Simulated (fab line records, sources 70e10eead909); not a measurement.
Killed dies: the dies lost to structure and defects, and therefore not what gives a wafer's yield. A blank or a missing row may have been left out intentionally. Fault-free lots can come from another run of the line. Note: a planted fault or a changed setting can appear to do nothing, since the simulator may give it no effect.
Comparing a struck lot with a sound one | flow nand harc | 14 out of 1159 route steps
Sound: the wafers L257.2, L257.4, L257.6. Wafers L272.1, L272.3, L272.5 were the ones struck. Last of all comes the cause.
Order at every step that has rows: each side's tool, ch and its chambers, its first start. Under that, the readings that differ: sound wafers | struck wafers | difference of the means | sigmas: that difference in standard deviations of wafers without a fault.
alike: a reading whose means differ by less than 2 such deviations, as well as words and numbers matching on both sides. not compared: withheld readings; readings where some wafer has no value; bounds like >300 that might hide an equal value; numbers whose values overlap and for which the record gives no deviation.
Wherever a step has rows on one side only, a row that says differs or no value, or a row with sigmas, the two part there. When numbers do not overlap yet have no deviation, they are printed without sigmas and do not part them. A reading that every wafer of one side lacks parts them only if that side has two wafers or more.

first, 8 steps without rows for these wafers: NHARC_A_STAIRCASE_HMDS_159 (time 30 s); NHARC_A_STAIRCASE_COAT_160; NHARC_A_STAIRCASE_SOFTBAKE_161 (time 170 s); NHARC_A_STAIRCASE_EBR_162; NHARC_A_STAIRCASE_EXPOSE_163 (exposes mask STAIR OPEN); NHARC_A_STAIRCASE_PEB_164 (peb time 130 s); NHARC_A_STAIRCASE_DEVELOP_165 (time 140 s); NHARC_A_STAIRCASE_HARDBAKE_167 (time 140 s).
NHARC_A_STAIRCASE_DESCUM_168: chemistry O2, time 3 s.
  sound on rie diel-03 ch 0,1,3, day 11 04:50; struck on rie diel-04 ch 1,2,3, day 14 22:44
  alike: drypump motor current A, oes product au, rf vpp V, showerhead plenum p Torr, throttle valve pct
  not compared: rf hours counter h
NHARC_A_STAIRCASE_ETCH_169: etches the open film in CH3F/O2, target depth 50 nm, time 107.1 s.
  sound on rie diel-03 ch 0,2, day 11 05:05; struck on rie diel-04 ch 0,1,2, day 14 22:50
  alike: drypump motor current A, oes product au, rf vpp V, showerhead plenum p Torr, throttle valve pct
  not compared: rf hours counter h
NHARC_A_STAIRCASE_ETCH_170: etches the open film in C4F6/O2, target depth 200 nm, time 66.667 s.
  sound on rie diel-03 ch 0,2; struck on rie diel-04 ch 0,2,3
  reading               | sound             | struck            | difference | sigmas
  oes product au (a.u.) | 0.955 0.980 0.945 | 0.993 0.987 0.991 | +0.030     | +2
  alike: drypump motor current A, rf vpp V, showerhead plenum p Torr, throttle valve pct
  not compared: rf hours counter h
NHARC_A_STAIRCASE_STRIP_171: strips in O2.
  sound on plasma asher-01 ch 0, day 11 05:22; struck on plasma asher-01 ch 0,1, day 14 23:05
  no value came back on the struck wafers for drypump motor current A (A), heater power w (W); on the sound wafers drypump motor current A (A) reads 5.84 5.82 5.79
  not compared: rf hours counter h
then, 1 step without rows for these wafers: NHARC_A_STAIRCASE_STRIP_172 (strips in SPM, time 900 s).
-- break in the record here, with 9 days between the starts of the struck wafers on either side (left off in module A_STAIRCASE, picked up again in module END, where the first step shown is number 1159 on the route) --
NHARC_END_SORT_01:
  the record has rows for the struck wafers here (prober-02 ch 0, day 24 02:26) and none for the sound ones

WHERE THEY PART
At NHARC_A_STAIRCASE_ETCH_170 first; at NHARC_END_SORT_01 last (within this record only).

WHY: what had been put in by the simulator
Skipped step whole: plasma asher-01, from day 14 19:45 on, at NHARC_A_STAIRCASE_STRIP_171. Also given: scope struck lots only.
